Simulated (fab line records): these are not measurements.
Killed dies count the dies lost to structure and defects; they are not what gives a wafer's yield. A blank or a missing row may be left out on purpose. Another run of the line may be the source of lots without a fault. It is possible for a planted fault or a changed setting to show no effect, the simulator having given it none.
Comparing a struck lot with a sound one ; flow nandHarc ; 15 steps out of a route of 1159
Sound: the wafers L319.2, L319.3, L319.5. The struck wafers were L328.4, L328.6. At the end, the cause is stated.
Each step with rows lists, per side, the tool, then ch with its chambers, then its first start. Under that, the readings that differ: sound wafers ; struck wafers ; difference of the means ; sigmas: that difference in standard deviations of wafers without a fault.
alike: words and numbers the same on both sides, and readings whose means are apart by under 2 such deviations; not compared: readings that were withheld, readings missing a value for some wafer, numbers with overlapping values and no deviation given by the record, and bounds like >300 which may hide the same value.
A row with sigmas, a row that says differs or no value, or rows on one side alone: a step with any of these is where the two part. Non-overlapping numbers with no deviation appear without sigmas and do not part them. A reading missing from all wafers of one side parts the sides only when that side holds two or more wafers.

first, 4 steps without rows for these wafers: NHARC_P_CONTACT_EBR_08; NHARC_P_CONTACT_EXPOSE_09 (exposes mask P CA, target cd 90 nm); NHARC_P_CONTACT_PEB_10 (peb time 65 s); NHARC_P_CONTACT_DEVELOP_11 (develop time 35 s).
NHARC_P_CONTACT_CD_MEAS_12 targets a cd of 90 nm.
  sound on cdSem-03 ch 0, day 8 00:48; struck on cdSem-03 ch 0, day 9 02:56
  alike: cdNm
NHARC_P_CONTACT_OVL_MEAS_13:
  sound on overlay-01, day 8 00:53; struck on overlay-01, day 9 03:01
  alike: overlayXNm, overlayYNm
NHARC_P_CONTACT_INSPECT_14:
  sound on defectInspect-01, day 8 00:56; struck on defectInspect-02, day 9 03:04
  alike: rawDefectCount
NHARC_P_CONTACT_DESCUM_17: chemistry O2, time 3 s.
  sound on rieDiel-12 ch 0,1,3, day 8 00:59; struck on rieDiel-12 ch 1, day 9 03:07
  alike: drypumpMotorCurrentA, oesProductAu, rfVppV, showerheadPlenumPTorr, throttleValvePct
  not compared: rfHoursCounterH
NHARC_P_CONTACT_ETCH_35: etches the open film in CF4, target depth 39 nm, time 65 s.
  sound on rieDiel-12 ch 0,3, day 8 01:04; struck on rieDiel-12 ch 0,1, day 9 03:13
  alike: cf4FlowSccm, drypumpMotorCurrentA, oesProductAu, rfVppV, showerheadPlenumPTorr, throttleValvePct
  not compared: rfHoursCounterH
NHARC_P_CONTACT_ETCH_36: etches the open film in N2/H2, target depth 260 nm, time 406.25 s.
  sound on rieDiel-12 ch 1,2,3; struck on rieDiel-12 ch 1,2
  alike: drypumpMotorCurrentA, oesProductAu, rfVppV, showerheadPlenumPTorr, throttleValvePct
  not compared: rfHoursCounterH
NHARC_P_CONTACT_ETCH_18: etches the open film in C4F8/O2/Ar, target depth 481 nm, time 240.5 s.
  sound on rieDiel-12 ch 0,1,2; struck on rieDiel-12 ch 0,2
  alike: oesProductAu, rfVppV
  not compared: rfHoursCounterH
then, 1 step without rows for these wafers: NHARC_P_CONTACT_STRIP_37 (strips in C4F8/O2/Ar).
NHARC_P_CONTACT_ETCH_31: etches the open film in CH3F/O2, target depth 30 nm, time 85.7 s.
  sound on rieDiel-12 ch 1,2,3, day 8 01:44; struck on rieDiel-12 ch 1, day 9 03:58
reading;sound;struck;difference;sigmas
oesProductAu (a.u.);0.970 0.974 0.998;0.632 0.643;-0.343;-34
  alike: drypumpMotorCurrentA, rfVppV, showerheadPlenumPTorr, throttleValvePct
  not compared: rfHoursCounterH
NHARC_P_CONTACT_CD_MEAS_19:
  sound on cdSem-01, day 8 01:52; struck on cdSem-01, day 9 04:05
  alike: cdNm
-- jump in the record: it breaks off in module P_CONTACT and resumes in module END (first step shown: number 1159 of the route), and 19 days separate the struck wafers' starts before and after --
NHARC_END_SORT_01:
  sound on prober-02 ch 0, day 24 17:14; struck on prober-02 ch 0, day 28 08:38
reading;sound;struck;difference;sigmas
killedAtPeriphery;2 0 0;414 396;+404;+99 or more
killedDies;24 21 26;453 438;+422;+35
  alike: killedAtArray, killedAtOther, killedOpen, killedShort

== WHERE THEY PART ==
Last at NHARC_END_SORT_01 as far as this record goes, first at NHARC_P_CONTACT_ETCH_31.

WHY: whatever the simulator had introduced
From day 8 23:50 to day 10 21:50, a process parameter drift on rieDiel-12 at NHARC_P_CONTACT_ETCH_31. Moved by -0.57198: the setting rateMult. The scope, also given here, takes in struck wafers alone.
